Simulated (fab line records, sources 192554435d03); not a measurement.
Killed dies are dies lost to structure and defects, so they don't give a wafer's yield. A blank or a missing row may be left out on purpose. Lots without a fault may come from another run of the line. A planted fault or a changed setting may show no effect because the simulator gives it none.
Which tool did it? | flow n5_finfet | 8 lots, 21 wafers sampled, at 6 steps of a route of 1938

WHAT THE GAUGES READ, wafer by wafer
N5_BEOL_M4_RC_MEAS_101.
lot  | measured     | on        | DIBL_N (mV/V)  | DIBL_P (mV/V)  | IOFF_N (nA/um)    | IOFF_P (nA/um) | ION_N (uA/um) | ION_P (uA/um) | SS_N (mV/dec)  | SS_P (mV/dec)  | VT_N (mV)   | VT_P (mV)
L818 | day 8 09:32  | prober-01 | 37.8 35.9 36.7 | 37.3 34.2 36.4 | 0.161 0.137 0.148 | 0.24 0.19 0.22 | 666 672 654   | 464 462 454   | 71.8 72.3 71.5 | 73.8 72.5 73.3 | 249 250 253 | -246 -249 -247
L824 | day 10 04:53 | prober-02 | 37.8 36.2 36.9 | 37.7 35.2 36.1 | 0.172 0.136 0.151 | 0.25 0.21 0.23 | 677 667 676   | 474 465 466   | 71.8 71.3 71.4 | 73.7 73.1 73.1 | 247 251 249 | -246 -249 -247
L825 | day 10 05:15 | prober-01 | 38.4 35.0 34.1 | 39.8 35.6 34.0 | 0.223 0.157 0.149 | 0.27 0.22 0.19 | 690 676 677   | 473 471 467   | 71.5 71.9 71.1 | 73.7 73.3 72.8 | 245 247 247 | -246 -249 -251
L830 | day 11 15:29 | prober-01 | 34.6 34.1 37.3 | 33.0 32.4 36.1 | 0.133 0.122 0.177 | 0.17 0.16 0.21 | 675 666 684   | 462 459 467   | 70.8 71.0 71.5 | 72.3 72.4 74.1 | 248 252 248 | -253 -255 -251
L831 | day 12 02:38 | prober-01 | 32.5 35.7      | 32.2 35.1      | 0.111 0.150       | 0.17 0.21      | 667 663       | 464 458       | 70.8 71.1      | 72.5 73.2      | 253 249     | -254 -248
L833 | day 12 10:04 | prober-01 | 35.3 37.3      | 36.4 39.1      | 0.159 0.206       | 0.21 0.26      | 688 689       | 463 468       | 72.2 72.0      | 73.5 74.1      | 248 244     | -249 -247
L835 | day 12 17:18 | prober-01 | 37.1 36.9 38.5 | 36.9 37.2 39.3 | 0.177 0.184 0.213 | 0.26 0.28 0.31 | 686 691 702   | 476 481 479   | 72.1 71.4 72.2 | 73.8 73.1 73.5 | 245 248 244 | -245 -241 -241
L836 | day 13 12:38 | prober-02 | 35.6 34.5      | 36.6 34.6      | 0.159 0.131       | 0.20 0.17      | 674 664       | 456 456       | 71.3 71.1      | 72.6 73.1      | 247 252     | -252 -255

N5_BEOL_M9_OCD_MEAS_38.
lot  | measured     | on     | trench_depth_nm (nm)
L818 | day 10 02:28 | ocd-02 | 154 149 150
L824 | day 11 20:45 | ocd-02 | 0 0 0
L825 | day 11 21:54 | ocd-02 | 0 0 0
L830 | day 13 12:20 | ocd-01 | 155 155 154
L831 | day 13 19:00 | ocd-02 | 153 153
L833 | day 14 04:46 | ocd-02 | 145 156
L835 | day 14 04:02 | ocd-01 | 149 146 146
L836 | day 15 07:55 | ocd-02 | 147 157

WHICH TOOL RAN EACH LOT (tool, then ch and the chambers of the sampled wafers, then the start)
lot  | N5_BEOL_M9_DESCUM_33               | N5_BEOL_M9_ETCH_65                 | N5_BEOL_M9_ETCH_66                 | N5_BEOL_M9_TRENCH_ETCH_37
L818 | rie_diel-04 ch 1,2,3, day 10 02:01 | rie_diel-04 ch 1,2,3, day 10 02:04 | rie_diel-04 ch 1,2,3, day 10 02:05 | rie_diel-04 ch 1,2,3, day 10 02:18
L824 | rie_diel-04 ch 0,1,3, day 11 20:18 | rie_diel-04 ch 0,1,3, day 11 20:21 | rie_diel-04 ch 0,1,3, day 11 20:23 | rie_diel-04 ch 0,1,3, day 11 20:35
L825 | rie_diel-04 ch 1,2,3, day 11 21:26 | rie_diel-04 ch 1,2,3, day 11 21:30 | rie_diel-04 ch 1,2,3, day 11 21:31 | rie_diel-04 ch 1,2,3, day 11 21:44
L830 | rie_diel-05 ch 2,3, day 13 11:52   | rie_diel-05 ch 2,3, day 13 11:55   | rie_diel-05 ch 2,3, day 13 11:57   | rie_diel-05 ch 2,3, day 13 12:09
L831 | rie_diel-05 ch 2, day 13 18:32     | rie_diel-05 ch 2, day 13 18:35     | rie_diel-05 ch 2, day 13 18:37     | rie_diel-05 ch 2, day 13 18:49
L833 | rie_diel-04 ch 1,2, day 14 04:19   | rie_diel-04 ch 1,2, day 14 04:22   | rie_diel-04 ch 1,2, day 14 04:24   | rie_diel-04 ch 1,2, day 14 04:36
L835 | rie_diel-04 ch 1,3, day 14 03:34   | rie_diel-04 ch 1,3, day 14 03:37   | rie_diel-04 ch 1,3, day 14 03:39   | rie_diel-04 ch 1,3, day 14 03:51
L836 | rie_diel-04 ch 0,1, day 15 07:27   | rie_diel-04 ch 0,1, day 15 07:30   | rie_diel-04 ch 0,1, day 15 07:32   | rie_diel-04 ch 0,1, day 15 07:44
- N5_BEOL_M9_DESCUM_33: chemistry O2, time 7 s.
- N5_BEOL_M9_ETCH_65: etches SiARC in CF4, target depth 15.6 nm, time 26 s.
- N5_BEOL_M9_ETCH_66: etches SOC in N2/H2, target depth 80 nm, overetch 16 nm, time 120 s.
- N5_BEOL_M9_TRENCH_ETCH_37: etches SiCOH lowk in C4F6/O2, target depth 151.43 nm, time 49 s.

WHAT THE TOOLS THEMSELVES READ (means of the sampled wafers that have a number; where no wafer has one, the mark that the record gives instead)
N5_BEOL_M9_DESCUM_33.
lot  | tool        | drypump_motor_current_A (A) | oes_product_au (a.u.) | rf_vpp_V (V) | showerhead_plenum_p_Torr (Torr) | throttle_valve_pct (%)
L818 | rie_diel-04 | 5.8                         | 0.72                  | 241.8        | 2.03                            | 20.6
L824 | rie_diel-04 | 5.4                         | 0.71                  | 240.9        | 1.99                            | 20.4
L825 | rie_diel-04 | 5.8                         | 0.71                  | 242.2        | 2.03                            | 20.6
L830 | rie_diel-05 | 5.4                         | 0.95                  | 243.7        | 2.10                            | 19.7
L831 | rie_diel-05 | 5.7                         | 0.95                  | 244.6        | 2.14                            | 19.8
L833 | rie_diel-04 | 5.7                         | 0.83                  | 242.3        | 2.02                            | 20.5
L835 | rie_diel-04 | 5.4                         | 0.69                  | 241.2        | 2.00                            | 20.5
L836 | rie_diel-04 | 5.0                         | 0.84                  | 243.3        | 2.11                            | 20.2

N5_BEOL_M9_ETCH_65.
lot  | tool        | bias_w (W) | cf4_flow_sccm (sccm) | drypump_motor_current_A (A) | etch_rf_on_time_s (s) | oes_product_au (a.u.) | rf_vpp_V (V) | showerhead_plenum_p_Torr (Torr) | throttle_valve_pct (%)
L818 | rie_diel-04 | 35.99      | 99.8                 | 5.8                         | 25.3                  | 0.63                  | 182.8        | 2.07                            | 15.74
L824 | rie_diel-04 | 35.89      | 100.1                | 5.4                         | 26.1                  | 0.61                  | 183.2        | 2.05                            | 15.64
L825 | rie_diel-04 | 36.03      | 100.2                | 5.8                         | 25.8                  | 0.61                  | 183.0        | 2.07                            | 15.77
L830 | rie_diel-05 | 36.09      | 100.2                | 5.5                         | 25.1                  | 0.82                  | 185.0        | 2.16                            | 15.01
L831 | rie_diel-05 | 35.98      | 99.8                 | 5.7                         | 25.5                  | 0.82                  | 185.4        | 2.19                            | 15.06
L833 | rie_diel-04 | 36.11      | 100.0                | 5.7                         | 25.6                  | 0.72                  | 183.1        | 2.07                            | 15.62
L835 | rie_diel-04 | 36.05      | 100.2                | 5.4                         | 26.5                  | 0.59                  | 183.1        | 2.04                            | 15.71
L836 | rie_diel-04 | 36.07      | 100.2                | 5.0                         | 25.8                  | 0.72                  | 184.4        | 2.16                            | 15.41

N5_BEOL_M9_ETCH_66.
lot  | tool        | bias_w (W) | chamber_pressure_mTorr (mTorr) | drypump_motor_current_A (A) | oes_product_au (a.u.) | rf_vpp_V (V) | showerhead_plenum_p_Torr (Torr) | throttle_valve_pct (%)
L818 | rie_diel-04 | 150.1      | 30.004                         | 5.8                         | 0.56                  | 521.8        | 2.46                            | 17.9
L824 | rie_diel-04 | 149.7      | 29.985                         | 5.4                         | 0.55                  | 520.6        | 2.42                            | 17.8
L825 | rie_diel-04 | 150.2      | 29.996                         | 5.8                         | 0.55                  | 520.7        | 2.45                            | 18.0
L830 | rie_diel-05 | 150.1      | 29.995                         | 5.5                         | 0.72                  | 523.2        | 2.55                            | 17.1
L831 | rie_diel-05 | 150.1      | 29.984                         | 5.7                         | 0.72                  | 524.0        | 2.59                            | 17.0
L833 | rie_diel-04 | 150.0      | 30.013                         | 5.7                         | 0.65                  | 522.8        | 2.46                            | 17.9
L835 | rie_diel-04 | 150.4      | 30.004                         | 5.4                         | 0.54                  | 520.3        | 2.42                            | 17.9
L836 | rie_diel-04 | 150.2      | 30.018                         | 5.0                         | 0.64                  | 524.7        | 2.55                            | 17.6

N5_BEOL_M9_TRENCH_ETCH_37.
lot  | tool        | C4F6_flow_sccm (sccm) | O2_flow_sccm (sccm) | drypump_motor_current_A (A) | oes_o_777_au (a.u.) | oes_product_au (a.u.) | rf_vpp_V (V) | showerhead_plenum_p_Torr (Torr) | throttle_valve_pct (%)
L818 | rie_diel-04 | 10.002                | 9.998               | 5.8                         | 0.74                | 0.73                  | 643          | 2.75                            | 20.98
L824 | rie_diel-04 | -                     | -                   | -                           | -                   | -                     | -            | -                               | -
L825 | rie_diel-04 | -                     | -                   | -                           | -                   | -                     | -            | -                               | -
L830 | rie_diel-05 | 10.009                | 9.982               | 5.5                         | 0.94                | 0.96                  | 658          | 2.87                            | 20.30
L831 | rie_diel-05 | 10.047                | 10.021              | 5.7                         | 0.96                | 0.95                  | 664          | 2.91                            | 20.33
L833 | rie_diel-04 | 9.986                 | 10.001              | 5.7                         | 0.86                | 0.84                  | 642          | 2.75                            | 20.93
L835 | rie_diel-04 | 10.009                | 10.006              | 5.3                         | 0.71                | 0.69                  | 643          | 2.71                            | 20.96
L836 | rie_diel-04 | 10.014                | 10.014              | 5.0                         | 0.82                | 0.84                  | 656          | 2.87                            | 20.72

THE ANSWER, worked out from the rows above alone
Rule: what is usual is taken from the lots themselves. Put in order of their means at a reading, lots are off if they are a third of the lots or fewer, leave a main group of 4 or more, and stand apart from it by a gap of 3 or more times the standard deviation of the main group's means; of several such gaps the widest counts. A main group whose means are all the same, to the digits that the tables above print for the reading, isn't used. A lot without any number at a reading at which 4 lots or more have one is off too. The other lots that the step has rows for count as sound. The gauges are gone through in route order, then the tools' own readings, and for those a lot's mean is taken as printed above. The first step at which some lot is off is used, and at that step the reading that is off furthest; a lot without a number counts as furthest.
Off: L824, L825, at N5_BEOL_M9_OCD_MEAS_38 (trench_depth_nm). The main group: mean 151 nm, standard deviation 2.4.
A tool fits if, at a process step before that reading, it ran every lot that is off, and no sound lot after the first of them. The gauges at N5_BEOL_M9_OCD_MEAS_38 aren't tried: what is off there is off at N5_BEOL_M9_TRENCH_ETCH_37 too, on other tools, and a gauge's error can't cause that. None of those tried fits.

WHAT THE SIMULATOR HAD PUT IN
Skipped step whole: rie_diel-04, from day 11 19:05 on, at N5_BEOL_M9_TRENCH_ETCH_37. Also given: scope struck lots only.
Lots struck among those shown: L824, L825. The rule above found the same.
